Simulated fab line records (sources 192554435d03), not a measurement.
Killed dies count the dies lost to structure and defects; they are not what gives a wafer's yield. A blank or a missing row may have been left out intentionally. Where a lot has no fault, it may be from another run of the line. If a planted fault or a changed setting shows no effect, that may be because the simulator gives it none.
Chamber matching ; flow n5-finfet ; 4 sister chambers for N5_BEOL_M4_ETCH_69 on rie-diel-01
The step etches SiARC in CF4, target depth 15.6 nm, time 26 s. 4 wafers are shown with their chamber, then 8 later ones without.

WAFERS PAIRED WITH THEIR CHAMBERS
wafer;chamber;drypump-motor-current-A (A)
L082.1;2;5.3
L082.3;3;6.0
L084.2;0;6.3
L085.2;1;5.7

WAFERS MISSING THEIR CHAMBER
wafer;drypump-motor-current-A (A)
L085.4;5.3
L085.5;5.7
L090.1;5.7
L090.3;5.9
L090.5;6.0
L092.1;5.3
L092.2;6.0
L092.4;6.0

EACH ONE'S CHAMBER
wafer;from the rows above;in truth
L085.4;2;2
L085.5;1;1
L090.1;1;1
L090.3;3;3
L090.5;3;3
L092.1;2;2
L092.2;3;3
L092.4;3;3
Correctly placed: 8 of 8. Not placeable from these rows: 0. 0 placed wrongly.
How it was worked out, from the rows above alone: a wafer's distance from a chamber is the root of the sum, over the readings, of the square of ((its reading less the chamber's mean) divided by the reading's scatter). The wafer belongs to the nearest chamber; if the next one is less than 2 further off, it can't be placed. The mean given for a chamber averages the wafers shown for that chamber. The scatter (one wafer shown for each chamber): square how far every hidden wafer sits from the nearest shown wafer, average those squares and take the square root.
